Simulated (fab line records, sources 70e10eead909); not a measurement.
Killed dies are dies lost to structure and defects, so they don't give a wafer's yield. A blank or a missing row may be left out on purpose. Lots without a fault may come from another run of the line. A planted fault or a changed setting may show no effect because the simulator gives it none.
fab line records | flow nand_harc
record lots=24 wafers=72 last_day=25
route steps=1159 shown P_M1@316 P_M2@333 A_ZERO_WELL@403 A_CHANNEL_HOLE_D1@462
lots that met no fault: from a run of the same line without faults
start_h: hours from the record's first day to the start of the lot's first wafer shown | wait_h: hours since the lot's step before | " the same as in the row above | L1.1+2: a row that stands for several wafers | - no value, or no start given | * or withheld: withheld | < > ~ a bound
route shown NAME@n: a module of which the file shows steps, and the number in the route of the first | usual: mean/standard deviation of fault-free wafers | same: alike in all rows | chamber/n: place in a boat | sites: the reading at each site | _std_site: their standard deviation | _edge_site: outer sites' mean less inner sites' | radius_mm: how far each site lies from the wafer's centre | mask NAME#n: copy n | behind: the tool/chamber that last shaped the wafer | hold: why the lot was held/for how many hours/how that ended | device: the transistor (n, p or np) that didn't switch | end of line: the same wafers' tests at the end of the route | a step without rows: its recipe alone | killed: dies lost to structure and defects at the first sort, not the wafer's yield | map: a wafer's dies, x killed, . not, _ none there
set.NAME: the setting as run; set.NAME@STEP: as run at that earlier step | model.NAME: the simulator's own value behind a step, which no gauge read
steps of the route over a sample of lots; a table a step, a row a wafer
services: from which hour (start_h, from the record's first day; less than 0 if before it) a tool's chamber was out of use, for how many hours, and why
## steps
# step NHARC_P_M1_PRE_CLEAN_32
# recipe time_s=12 temp_c=370 rf_power_w=300 gas=NH3
# usual heater_power_outer_w=351/64 heater_power_w=596/75
# columns lot.wafer tool chamber start_h wait_h heater_power_outer_w heater_power_w
L074.1 pecvd-02 0 123.26 0.1 310 522
L074.6 " 2 " " 530 806
L074.5 " 1 " " 447 717
L075.3 pecvd-04 1 125.21 0.1 331 615
L075.2 " 2 " " 341 567
L075.4 " 2 " " 333 573
L076.3 pecvd-04 0 136.80 0.1 324 531
L076.4 " 2 " " 281 520
L076.5 " 1 " " 314 585
L077.3 pecvd-03 2 140.08 0.1 320 571
L077.4 " 1 " " 329 587
L077.6 " 2 " " 315 560
L078.2 pecvd-03 2 150.45 0.1 319 576
L078.5 " 2 " " 305 561
L078.6 " 0 " " 381 640
L079.5 pecvd-03 1 151.37 0.1 318 566
L079.6 " 2 " " 316 565
L079.4 " 0 " " 398 665
L081.1 pecvd-04 1 159.22 1.0 314 610
L081.3 " 0 " " 339 537
L081.4 " 2 " " 315 532
L080.2 pecvd-04 2 160.90 0.1 330 562
L080.6 " 1 " " 294 565
L080.5 " 2 " " 324 560
L083.1 pecvd-03 0 175.13 0.1 374 658
L083.6 " 0 " " 379 642
L083.4 " 1 " " 370 627
L082.2 pecvd-03 0 177.87 0.1 388 654
L082.5 " 1 " " 355 587
L082.6 " 2 " " 289 538
L084.5 pecvd-03 0 185.93 0.1 387 642
L084.6 " 1 " " 364 615
L084.4 " 2 " " 278 525
L085.2 pecvd-03 0 200.41 0.1 362 614
L085.3 " 1 " " 340 600
L085.5 " 1 " " 340 586
L086.3 pecvd-02 2 201.52 0.1 481 756
L086.1 " 0 " " 257 469
L086.2 " 1 " " 478 709
L087.1 pecvd-03 0 206.58 0.2 390 649
L087.5 " 1 " " 339 578
L087.4 " 2 " " 302 539
L088.1 pecvd-04 2 208.67 0.1 273 472
L088.5 " 1 " " 306 582
L088.6 " 0 " " 399 635
L090.3 pecvd-03 1 223.69 0.1 358 614
L090.6 " 0 " " 411 652
L090.5 " 1 " " 360 606
L089.1 pecvd-03 1 224.41 0.1 346 613
L089.2 " 2 " " 273 504
L089.5 " 0 " " 346 595
L092.2 pecvd-03 2 227.85 0.1 291 527
L092.3 " 0 " " 436 692
L092.6 " 2 " " 288 519
L091.1 pecvd-03 2 228.62 0.1 291 542
L091.4 " 1 " " 361 607
L091.6 " 2 " " 304 535
L093.3 pecvd-02 2 233.95 0.1 547 845
L093.4 " 2 " " 550 830
L093.6 " 0 " " 251 466
L094.3 pecvd-03 0 241.22 0.1 384 653
L094.1 " 1 " " 288 513
L094.4 " 1 " " 286 511
L095.2 pecvd-02 1 247.38 0.1 405 614
L095.4 " 1 " " 399 621
L095.5 " 1 " " 409 625
L096.1 pecvd-02 1 248.75 0.1 467 708
L096.2 " 0 " " 265 476
L096.5 " 0 " " 268 484
L097.3 pecvd-04 2 261.49 0.1 353 575
L097.2 " 0 " " 343 555
L097.5 " 2 " " 341 580
# step NHARC_P_M2_ETCH_15
# recipe target_depth_a=1825 time_s=91.2 c4f8_flow_sccm=withheld ar_flow_sccm=400 rf_w=600 bias_w=300 chemistry=C4F8/Ar
# usual oes_product_au=0.955/0.024 rf_vpp_V=442.5/2.3
# columns lot.wafer tool chamber start_h wait_h oes_product_au rf_hours_counter_h rf_vpp_V
L074.1 rie_diel-13 1 - - 0.978 1 443.5
L074.6 " 2 " " 0.976 - 441.6
L074.5 " 3 " " 0.988 - 442.8
L075.2 rie_diel-13 1 - - 0.974 1 443.5
L075.4 " 2 " " 0.973 1 441.4
L075.3 " 0 " " 0.966 1 442.4
L076.3 rie_diel-09 0 - - 0.926 19 438.5
L076.4 " 2 " " 0.930 21 442.5
L076.5 " 1 " " 0.925 - 444.8
L077.4 rie_diel-13 0 - - 0.963 1 443.0
L077.3 " 2 " " 0.981 1 442.3
L077.6 " 0 " " 0.968 - 440.8
L078.2 rie_diel-13 2 - - 0.981 1 442.7
L078.6 " 0 " " 0.978 - 439.9
L078.5 " 1 " " 0.992 - 443.5
L079.4 rie_diel-13 3 - - 0.960 1 445.3
L079.6 " 0 " " 0.962 - 442.0
L079.5 " 1 " " 0.989 - 443.1
L081.3 rie_diel-13 2 - - 0.958 2 442.1
L081.1 " 0 " " 0.985 2 441.8
L081.4 " 1 " " 0.964 2 443.4
L080.2 rie_diel-13 3 - - 0.969 2 445.2
L080.6 " 0 " " 0.966 - 441.3
L080.5 " 1 " " 0.992 - 443.7
L083.1 rie_diel-13 0 - - 0.971 3 441.6
L083.4 " 1 " " 1.009 3 442.5
L083.6 " 0 " " 0.974 - 441.5
L082.2 rie_diel-13 0 - - 0.982 3 442.1
L082.6 " 0 " " 0.981 - 440.4
L082.5 " 1 " " 0.968 - 442.2
L084.5 rie_diel-10 1 - - 0.953 - 436.2
L084.4 " 2 " " 0.947 - 443.6
L084.6 " 3 " " 0.963 - 442.1
L085.2 rie_diel-13 1 - - 0.981 3 443.9
L085.3 " 3 " " 0.974 3 445.2
L085.5 " 1 " " 0.970 - 443.7
L086.1 rie_diel-09 2 - - 0.935 43 442.8
L086.2 " 3 " " 0.936 43 444.4
L086.3 " 0 " " 0.936 40 438.3
L087.4 rie_diel-09 3 - - 0.917 45 444.9
L087.1 " 2 " " 0.934 45 442.5
L087.5 " 3 " " 0.927 - 446.5
L088.1 rie_diel-13 2 - - 0.935 3 441.7
L088.6 " 0 " " 0.929 - 442.3
L088.5 " 1 " " 0.932 - 443.4
L090.3 rie_diel-13 3 - - 0.978 4 446.3
L090.5 " 1 " " 0.963 - 442.2
L090.6 " 2 " " 0.953 - 441.9
L089.2 rie_diel-09 0 - - 0.936 53 437.8
L089.1 " 3 " " 0.937 54 447.0
L089.5 " 1 " " 0.933 - 442.5
L092.3 rie_diel-13 2 - - 0.929 4 442.7
L092.2 " 3 " " 0.942 4 444.7
L092.6 " 2 " " 0.939 - 443.7
L091.1 rie_diel-10 0 - - 0.936 12 445.4
L091.4 " 3 " " 0.923 9 443.2
L091.6 " 1 " " 0.931 - 436.0
L093.3 rie_diel-13 3 - - 0.935 4 445.9
L093.6 " 3 " " 0.944 - 445.0
L093.4 " 0 " " 0.940 - 440.6
L094.4 rie_diel-10 1 - - 0.925 9 435.3
L094.3 " 2 " " 0.909 14 444.6
L094.1 " 3 " " 0.927 11 441.5
L095.4 rie_diel-13 1 - - 0.950 4 443.3
L095.2 " 2 " " 0.968 5 442.1
L095.5 " 3 " " 0.982 - 446.3
L096.1 rie_diel-13 2 - - 0.931 5 440.2
L096.2 " 0 " " 0.929 5 441.1
L096.5 " 2 " " 0.923 - 442.1
L097.3 rie_diel-13 0 - - 0.966 6 440.9
L097.2 " 3 " " 0.970 5 445.8
L097.5 " 0 " " 0.972 - 441.4
# step NHARC_P_M2_ETCH_28
# recipe target_depth_a=300 over_etch_frac=0.3 time_s=72.99 ion_energy_ev=150 cf4_flow_sccm=50 n2_flow_sccm=100 ar_flow_sccm=150 rf_w=300 bias_w=100 chemistry=CF4/N2
# usual drypump_motor_current_A=5.8/0.37 oes_product_au=1.006/0.0099 rf_vpp_V=315.6/1.6 showerhead_plenum_p_Torr=2.71/0.087 throttle_valve_pct=19.794/0.0098
# columns lot.wafer tool chamber start_h wait_h drypump_motor_current_A oes_product_au rf_hours_counter_h rf_vpp_V showerhead_plenum_p_Torr throttle_valve_pct
L074.1 rie_diel-13 1 - - 6.2 1.007 1 314.7 2.72 19.801
L074.6 " 2 " " 5.6 1.002 - 315.4 2.68 19.803
L074.5 " 3 " " 5.6 1.010 - 316.6 2.80 19.806
L075.4 rie_diel-10 0 - - 5.7 0.995 20 316.5 2.81 19.811
L075.2 " 1 " " 5.8 1.013 18 312.3 2.47 19.800
L075.3 " 2 " " 6.7 0.997 21 317.6 2.78 19.808
L076.3 rie_diel-10 3 - - 5.5 0.995 24 316.3 2.66 19.784
L076.4 " 0 " " 5.7 0.998 23 317.3 2.81 19.800
L076.5 " 3 " " 5.5 0.998 - 314.6 2.66 19.784
L077.3 rie_diel-10 1 - - 5.8 1.019 21 312.0 2.47 19.803
L077.4 " 0 " " 5.7 0.989 - 316.6 2.81 19.779
L077.6 " 1 " " 5.7 1.012 - 312.0 2.47 19.786
L078.2 rie_diel-10 0 - - 5.7 0.998 26 315.9 2.81 19.805
L078.6 " 1 " " 5.8 1.004 - 311.0 2.47 19.799
L078.5 " 2 " " 6.8 0.996 - 315.9 2.78 19.794
L079.4 rie_diel-13 0 - - 5.7 1.000 1 315.4 2.65 19.792
L079.5 " 1 " " 6.2 1.012 - 316.8 2.72 19.804
L079.6 " 2 " " 5.5 0.997 - 315.1 2.68 19.777
L081.3 rie_diel-13 3 - - 5.7 1.011 2 317.9 2.80 19.798
L081.1 " 0 " " 5.7 1.004 2 315.0 2.65 19.785
L081.4 " 1 " " 6.2 1.020 2 314.7 2.72 19.795
L080.2 rie_diel-13 3 - - 5.6 1.012 2 316.2 2.80 19.786
L080.6 " 1 " " 6.2 1.020 - 316.8 2.72 19.784
L080.5 " 2 " " 5.5 1.015 - 315.4 2.68 19.788
L083.4 rie_diel-13 1 - - 6.2 1.010 3 315.5 2.72 19.801
L083.1 " 2 " " 5.5 1.009 3 316.0 2.68 19.804
L083.6 " 1 " " 6.2 1.027 - 315.8 2.72 19.781
L082.2 rie_diel-13 2 - - 5.5 1.001 3 314.8 2.68 19.807
L082.5 " 1 " " 6.2 1.014 - 316.7 2.72 19.804
L082.6 " 2 " " 5.5 1.004 - 313.7 2.68 19.784
L084.4 rie_diel-09 1 - - 5.2 1.008 37 316.3 2.76 19.802
L084.6 " 1 " " 5.2 1.002 - 316.3 2.76 19.808
L084.5 " 2 " " 5.6 1.009 - 314.4 2.67 19.782
L085.2 rie_diel-10 0 202.38 - 5.7 1.000 4 316.9 2.81 19.809
L085.3 " 2 " " 6.8 0.977 5 316.9 2.78 19.813
L085.5 " 0 " " 5.7 1.008 - 314.9 2.81 19.785
L086.2 rie_diel-10 3 - - 5.4 0.995 5 315.1 2.66 19.790
L086.3 " 0 " " 5.7 1.001 4 316.9 2.81 19.808
L086.1 " 2 " " 6.7 0.984 5 316.4 2.78 19.800
L087.1 rie_diel-13 1 - - 6.2 1.012 3 316.0 2.72 19.786
L087.4 " 3 " " 5.6 1.011 3 316.7 2.80 19.789
L087.5 " 2 " " 5.5 1.012 - 316.1 2.68 19.811
L088.1 rie_diel-13 2 - - 5.5 1.008 3 314.9 2.68 19.803
L088.6 " 0 " " 5.7 1.008 - 313.9 2.65 19.806
L088.5 " 1 " " 6.2 1.012 - 316.6 2.72 19.775
L090.3 rie_diel-13 3 - - 5.6 1.009 4 316.0 2.80 19.800
L090.5 " 2 " " 5.5 1.010 - 314.5 2.68 19.786
L090.6 " 3 " " 5.7 1.017 - 316.5 2.80 19.800
L089.2 rie_diel-10 3 - - 5.4 0.994 9 313.5 2.66 19.779
L089.1 " 1 " " 5.7 0.995 8 310.8 2.46 19.782
L089.5 " 0 " " 5.7 1.005 - 318.4 2.80 19.798
L092.3 rie_diel-13 2 - - 5.5 1.016 4 313.8 2.68 19.789
L092.2 " 3 " " 5.6 1.009 4 317.6 2.80 19.793
L092.6 " 2 " " 5.5 1.021 - 315.0 2.68 19.790
L091.4 rie_diel-10 3 - - 5.5 0.997 10 314.6 2.66 19.802
L091.1 " 2 " " 6.7 0.986 13 316.5 2.77 19.785
L091.6 " 3 " " 5.4 0.991 - 314.4 2.66 19.774
L093.3 rie_diel-13 0 - - 5.7 1.010 5 313.7 2.65 19.790
L093.6 " 2 " " 5.5 1.010 - 314.9 2.68 19.788
L093.4 " 3 " " 5.7 1.006 - 316.0 2.80 19.805
L094.3 rie_diel-13 1 - - 6.2 1.000 4 315.1 2.72 19.800
L094.1 " 2 " " 5.5 0.997 5 316.2 2.68 19.797
L094.4 " 3 " " 5.7 1.007 5 316.1 2.80 19.799
L095.2 rie_diel-13 0 - - 5.7 1.015 5 314.7 2.65 19.806
L095.4 " 1 " " 6.2 1.017 4 316.1 2.72 19.798
L095.5 " 0 " " 5.7 1.025 - 315.9 2.65 19.799
L096.1 rie_diel-13 0 - - 5.7 1.004 5 316.4 2.65 19.792
L096.2 " 2 " " 5.5 1.003 5 315.2 2.68 19.795
L096.5 " 0 " " 5.7 1.009 - 314.7 2.65 19.810
L097.3 rie_diel-09 2 - - 5.6 1.018 0 314.4 2.66 19.792
L097.2 " 1 " " 5.2 0.988 0 316.5 2.75 19.817
L097.5 " 3 " " 6.2 1.000 - 318.3 2.81 19.776
# step NHARC_A_ZERO_WELL_DESCUM_12
# recipe time_s=3 o2_flow_sccm=200 ar_flow_sccm=0 bias_power_w=0 chemistry=O2
# usual drypump_motor_current_A=5.5/0.51 oes_product_au=1.000/0.011 rf_vpp_V=57.8/0.89 showerhead_plenum_p_Torr=1.89/0.097 throttle_valve_pct=11.312/0.0088
# columns lot.wafer tool chamber start_h wait_h drypump_motor_current_A oes_product_au rf_hours_counter_h rf_vpp_V showerhead_plenum_p_Torr throttle_valve_pct
L074.1 rie_diel-12 2 133.33 - 5.4 0.994 10 58.5 2.06 11.308
L074.5 " 3 " " 5.7 1.002 - 57.9 1.93 11.307
L074.6 " 0 " " 5.4 0.980 - 58.4 1.80 11.330
L075.4 rie_diel-06 3 135.05 - 5.5 1.019 4 57.2 1.88 11.324
L075.3 " 0 " " 4.8 0.991 5 56.7 1.79 11.309
L075.2 " 2 " " 6.3 0.997 5 58.9 2.00 11.316
L076.3 rie_diel-06 1 146.84 - 5.7 1.003 6 58.5 1.84 11.307
L076.4 " 0 " " 4.8 0.993 - 56.7 1.79 11.300
L076.5 " 3 " " 5.5 1.010 - 57.2 1.88 11.303
L077.4 rie_diel-12 1 150.21 - 4.9 1.009 11 57.6 1.78 11.305
L077.3 " 2 " " 5.4 0.988 12 58.4 2.06 11.305
L077.6 " 2 " " 5.4 0.998 - 58.6 2.06 11.318
L078.2 rie_diel-12 0 162.58 - 5.4 0.984 13 58.1 1.80 11.312
L078.6 " 3 " " 5.7 0.995 - 57.8 1.93 11.298
L078.5 " 0 " " 5.4 0.991 - 58.0 1.80 11.297
L079.4 rie_diel-06 0 163.52 - 4.8 0.995 7 57.9 1.79 11.314
L079.5 " 0 " " 4.8 0.996 - 54.8 1.79 11.299
L079.6 " 1 " " 5.7 1.000 - 57.6 1.84 11.313
L081.1 rie_diel-06 1 169.62 - 5.7 1.003 8 56.4 1.84 11.319
L081.4 " 2 " " 6.3 1.004 7 58.1 2.00 11.304
L081.3 " 3 " " 5.5 1.021 7 57.7 1.88 11.303
L080.2 rie_diel-11 1 170.93 - 6.6 1.015 10 57.5 1.81 11.300
L080.5 " 3 " " 5.1 1.009 - 57.3 2.06 11.318
L080.6 " 0 " " 6.0 1.009 - 56.7 2.02 11.309
L083.4 rie_diel-11 0 185.13 - 6.0 1.000 8 58.4 2.02 11.314
L083.1 " 2 " " 5.9 1.014 11 57.3 1.93 11.319
L083.6 " 0 " " 6.1 0.999 - 58.6 2.02 11.306
L082.2 rie_diel-06 3 188.00 - 5.5 1.012 8 56.8 1.88 11.319
L082.5 " 3 " " 5.5 1.014 - 57.7 1.88 11.307
L082.6 " 0 " " 4.8 0.986 - 57.6 1.79 11.309
L084.4 rie_diel-06 3 196.10 - 5.5 1.013 8 56.8 1.88 11.304
L084.6 " 0 " " 4.7 1.007 - 57.0 1.79 11.311
L084.5 " 1 " " 5.7 0.996 - 56.5 1.84 11.318
L085.2 rie_diel-06 0 210.38 - 4.8 1.002 11 57.0 1.79 11.301
L085.3 " 1 " " 5.7 1.005 11 56.7 1.84 11.307
L085.5 " 1 " " 5.7 1.005 - 59.4 1.84 11.310
L086.3 rie_diel-06 1 211.81 - 5.7 0.997 11 58.2 1.84 11.312
L086.2 " 2 " " 6.3 0.995 10 58.7 1.99 11.319
L086.1 " 3 " " 5.5 1.018 10 58.0 1.88 11.293
L087.4 rie_diel-11 3 216.60 - 5.1 0.992 1 58.2 2.06 11.315
L087.1 " 0 " " 6.1 1.002 1 58.0 2.01 11.322
L087.5 " 3 " " 5.1 0.991 - 60.5 2.06 11.302
L088.1 rie_diel-11 0 218.47 - 6.0 1.005 1 59.3 2.01 11.296
L088.5 " 1 " " 6.6 1.024 - 58.1 1.81 11.311
L088.6 " 2 " " 5.9 1.002 - 58.1 1.93 11.313
L090.3 rie_diel-06 1 234.17 - 5.7 1.004 12 58.6 1.83 11.329
L090.5 " 1 " " 5.7 1.003 - 57.9 1.84 11.314
L090.6 " 2 " " 6.3 0.991 - 58.3 2.00 11.309
L089.1 rie_diel-12 1 234.76 - 4.9 1.012 3 57.9 1.78 11.302
L089.2 " 3 " " 5.7 0.985 2 57.5 1.93 11.311
L089.5 " 1 " " 4.9 1.000 - 58.5 1.78 11.294
L092.2 rie_diel-06 1 238.82 - 5.7 0.993 13 58.1 1.83 11.315
L092.3 " 3 " " 5.5 1.010 11 57.2 1.88 11.328
L092.6 " 1 " " 5.7 0.994 - 57.0 1.83 11.322
L091.1 rie_diel-11 3 239.24 - 5.1 0.999 2 58.6 2.06 11.324
L091.6 " 2 " " 5.9 1.001 - 57.2 1.93 11.309
L091.4 " 3 " " 5.2 0.981 - 58.6 2.06 11.306
L093.4 rie_diel-12 0 243.97 - 5.4 0.982 4 57.6 1.80 11.297
L093.3 " 1 " " 4.9 1.000 4 57.3 1.78 11.311
L093.6 " 2 " " 5.4 1.009 - 57.8 2.05 11.314
L094.4 rie_diel-12 1 251.62 - 4.9 1.008 4 57.3 1.78 11.296
L094.1 " 2 " " 5.4 0.999 3 57.5 2.05 11.313
L094.3 " 3 " " 5.7 0.994 4 57.4 1.92 11.309
L095.2 rie_diel-12 2 257.78 - 5.4 1.014 4 59.8 2.05 11.317
L095.4 " 1 " " 4.9 1.006 - 59.0 1.77 11.319
L095.5 " 3 " " 5.7 0.983 - 56.5 1.92 11.310
L096.2 rie_diel-06 2 259.06 - 6.3 1.001 2 58.0 1.99 11.314
L096.1 " 0 " " 4.7 1.004 1 57.0 1.79 11.316
L096.5 " 3 " " 5.5 0.995 - 58.1 1.88 11.328
L097.2 rie_diel-06 0 271.48 - 4.7 1.009 3 57.1 1.79 11.303
L097.3 " 1 " " 5.7 1.023 4 56.8 1.83 11.312
L097.5 " 2 " " 6.3 0.987 - 57.7 1.99 11.306
# step NHARC_A_CHANNEL_HOLE_D1_CD_MEAS_10
# recipe target_cd_nm=100 landing_energy_ev=500
# usual cd_nm=100.1/0.52
# columns lot.wafer tool chamber start_h wait_h cd_nm
L075.2 cd_sem-03 0 171.27 - 100.2
L075.3 " 0 " " 100.9
L075.4 " 0 " " 99.5
L074.1 cd_sem-03 0 171.54 - 100.5
L074.5 " 0 " " 100.1
L074.6 " 0 " " 100.0
L076.3 cd_sem-01 0 188.87 - 99.3
L076.4 " 0 " " 99.6
L076.5 " 0 " " 99.4
L077.3 cd_sem-01 0 189.32 - 100.1
L077.4 " 0 " " 99.8
L077.6 " 0 " " 99.9
L079.4 cd_sem-01 0 202.02 - 100.0
L079.5 " 0 " " 99.8
L079.6 " 0 " " 99.6
L078.2 cd_sem-01 0 202.85 - 100.6
L078.5 " 0 " " 100.4
L078.6 " 0 " " 100.2
L081.1 cd_sem-02 0 207.78 - 100.7
L081.3 " 0 " " 100.4
L081.4 " 0 " " 99.4
L080.2 cd_sem-01 0 208.18 - 99.9
L080.5 " 0 " " 100.1
L080.6 " 0 " " 100.1
L083.1 cd_sem-02 0 225.35 - 100.0
L083.4 " 0 " " 100.1
L083.6 " 0 " " 99.2
L082.2 cd_sem-03 0 226.59 - 99.9
L082.5 " 0 " " 100.5
L082.6 " 0 " " 100.2
L084.4 cd_sem-01 0 244.27 - 100.2
L084.5 " 0 " " 99.6
L084.6 " 0 " " 99.6
L085.2 cd_sem-03 0 250.32 - 100.8
L085.3 " 0 " " 101.3
L085.5 " 0 " " 100.7
L086.1 cd_sem-02 0 250.62 - 99.8
L086.2 " 0 " " 100.2
L086.3 " 0 " " 100.3
L088.1 cd_sem-02 0 259.40 - 100.0
L088.5 " 0 " " 100.5
L088.6 " 0 " " 100.9
L087.1 cd_sem-02 0 259.85 - 101.5
L087.4 " 0 " " 100.7
L087.5 " 0 " " 100.8
L090.3 cd_sem-03 0 272.04 - 100.2
L090.5 " 0 " " 99.8
L090.6 " 0 " " 99.9
L089.1 cd_sem-03 0 272.25 - 99.9
L089.2 " 0 " " 100.2
L089.5 " 0 " " 100.8
L091.1 cd_sem-03 0 276.79 - 101.0
L091.4 " 0 " " 100.5
L091.6 " 0 " " 100.4
L092.2 cd_sem-03 0 277.08 - 101.0
L092.3 " 0 " " 100.1
L092.6 " 0 " " 100.0
L093.3 cd_sem-03 0 285.49 - 99.8
L093.4 " 0 " " 99.7
L093.6 " 0 " " 100.1
L094.1 cd_sem-03 0 294.09 - 99.7
L094.3 " 0 " " 100.3
L094.4 " 0 " " 99.8
L096.1 cd_sem-01 0 304.67 - 100.3
L096.2 " 0 " " 100.7
L096.5 " 0 " " 99.7
L095.2 cd_sem-01 0 305.44 - 100.8
L095.4 " 0 " " 99.5
L095.5 " 0 " " 100.3
L097.2 cd_sem-02 0 313.00 - 99.7
L097.3 " 0 " " 99.9
L097.5 " 0 " " 99.7
# step NHARC_A_CHANNEL_HOLE_D1_ETCH_21
# recipe bias_v=3000 source_w=withheld pressure_mtorr=20 time_s=514.3 ar_flow_sccm=375 c4f8_flow_sccm=89.3 o2_flow_sccm=35.7 temp_c=-20 target_depth_a=16000 chemistry=C4F8/O2/Ar
# usual drypump_motor_current_A=5.7/0.4 showerhead_plenum_p_Torr=3.71/0.092 throttle_valve_pct=32.155/0.0099
# columns lot.wafer tool chamber start_h wait_h drypump_motor_current_A rf_hours_counter_h showerhead_plenum_p_Torr throttle_valve_pct
L075.2 har_etch-01 0 173.06 0.3 5.7 189 3.57 32.155
L075.4 " 0 " " 5.7 - 3.57 32.159
L075.3 " 1 " " 6.0 - 3.83 32.154
L074.1 har_etch-02 0 173.33 0.3 5.1 107 3.71 32.156
L074.6 " 0 " " 5.1 - 3.71 32.143
L074.5 " 1 " " 6.0 - 3.78 32.156
L076.4 har_etch-01 0 191.02 0.3 5.7 - 3.57 32.158
L076.3 " 1 " " 6.0 - 3.82 32.163
L076.5 " 1 " " 6.0 - 3.82 32.170
L077.4 har_etch-02 1 191.25 0.3 6.1 - 3.78 32.156
L077.3 " 0 " " 5.1 - 3.71 32.161
L077.6 " 0 " " 5.1 - 3.71 32.144
L079.4 har_etch-02 0 203.96 0.3 5.1 - 3.71 32.156
L079.5 " 0 " " 5.1 - 3.71 32.146
L079.6 " 1 " " 6.1 - 3.77 32.158
L078.2 har_etch-01 1 205.46 0.3 6.0 198 3.82 32.157
L078.6 " 1 " " 6.0 - 3.82 32.162
L078.5 " 0 " " 5.7 - 3.57 32.154
L081.1 har_etch-02 1 209.78 0.3 6.0 120 3.77 32.153
L081.4 " 1 " " 6.0 - 3.77 32.166
L081.3 " 0 " " 5.1 - 3.71 32.144
L080.2 har_etch-01 1 210.05 0.3 6.0 202 3.82 32.146
L080.6 " 0 " " 5.7 - 3.56 32.172
L080.5 " 1 " " 6.0 - 3.82 32.154
L083.1 har_etch-01 1 227.18 0.3 6.0 209 3.81 32.151
L083.4 " 0 " " 5.7 - 3.56 32.155
L083.6 " 1 " " 6.0 - 3.81 32.152
L082.2 har_etch-02 0 228.45 0.3 5.1 128 3.70 32.160
L082.5 " 1 " " 6.1 - 3.77 32.158
L082.6 " 0 " " 5.1 - 3.70 32.152
L084.4 har_etch-01 1 246.22 0.3 6.0 - 3.81 32.145
L084.5 " 1 " " 6.0 - 3.81 32.160
L084.6 " 0 " " 5.7 - 3.56 32.163
L085.2 har_etch-01 1 252.19 0.3 6.0 220 3.81 32.177
L085.3 " 1 " " 6.1 - 3.81 32.151
L085.5 " 1 " " 6.0 - 3.81 32.156
L086.1 har_etch-02 1 252.52 0.3 6.1 138 3.76 32.146
L086.2 " 0 " " 5.1 138 3.70 32.171
L086.3 " 0 " " 5.1 - 3.70 32.145
L088.1 har_etch-01 1 261.28 0.3 6.0 223 3.81 32.155
L088.5 " 0 " " 5.7 - 3.55 32.141
L088.6 " 1 " " 6.0 - 3.81 32.161
L087.1 har_etch-02 0 261.63 0.3 5.1 142 3.69 32.154
L087.4 " 0 " " 5.1 - 3.69 32.153
L087.5 " 0 " " 5.1 - 3.69 32.169
L089.2 har_etch-02 1 274.04 0.3 6.1 147 3.76 32.175
L089.1 " 0 " " 5.1 147 3.69 32.151
L089.5 " 1 " " 6.1 - 3.76 32.154
L090.3 har_etch-01 1 274.05 0.3 6.0 - 3.80 32.154
L090.6 " 0 " " 5.7 - 3.55 32.142
L090.5 " 1 " " 6.0 - 3.80 32.161
L091.1 har_etch-01 0 278.68 0.3 5.7 233 3.55 32.135
L091.4 " 0 " " 5.8 - 3.55 32.154
L091.6 " 0 " " 5.7 - 3.55 32.150
L092.2 har_etch-02 1 278.95 0.3 6.0 151 3.75 32.183
L092.3 " 0 " " 5.1 - 3.69 32.165
L092.6 " 1 " " 6.1 - 3.75 32.152
L093.3 har_etch-02 0 287.49 0.3 5.1 - 3.69 32.171
L093.4 " 1 " " 6.1 - 3.75 32.175
L093.6 " 1 " " 6.1 - 3.75 32.143
L094.1 har_etch-01 1 295.96 0.3 6.0 240 3.80 32.164
L094.4 " 0 " " 5.7 - 3.54 32.155
L094.3 " 1 " " 6.0 - 3.80 32.154
L096.2 har_etch-02 0 306.48 0.3 5.1 164 3.68 32.141
L096.1 " 1 " " 6.1 164 3.75 32.145
L096.5 " 0 " " 5.1 - 3.68 32.173
L095.2 har_etch-02 1 310.64 0.3 6.0 168 3.74 32.152
L095.4 " 0 " " 5.0 - 3.68 32.159
L095.5 " 1 " " 6.0 - 3.74 32.153
L097.2 har_etch-02 1 318.16 0.3 6.0 174 3.74 32.148
L097.3 " 0 " " 5.1 - 3.68 32.162
L097.5 " 0 " " 5.1 - 3.68 32.139
## services
# columns tool chamber start_h hours kind
rie_diel-10 1 108.33 12.8 repair
pecvd-03 - 111.07 13.0 pm
rie_diel-12 - 111.72 1.3 repair
har_etch-02 - 122.87 6.8 repair
rie_diel-06 2 138.27 14.8 repair
rie_diel-10 3 142.10 11.2 repair
rie_diel-06 3 149.39 3.4 repair
pecvd-03 - 154.35 5.4 repair
rie_diel-12 - 158.39 0.3 repair
rie_diel-12 1 181.79 5.6 repair
rie_diel-13 1 193.98 6.8 repair
rie_diel-10 1 200.45 14.6 repair
rie_diel-13 - 202.31 1.1 repair
rie_diel-12 - 202.40 9.0 pm
har_etch-01 - 202.43 2.6 repair
rie_diel-10 3 205.37 8.3 repair
rie_diel-12 3 220.01 3.9 repair
rie_diel-12 2 228.08 11.1 repair
rie_diel-06 - 241.20 9.0 pm
rie_diel-12 0 255.11 16.7 repair
rie_diel-13 - 276.00 9.0 pm
pecvd-03 - 292.07 13.0 pm
rie_diel-10 1 300.85 32.7 repair
har_etch-01 - 305.00 17.0 pm
## key
fault none
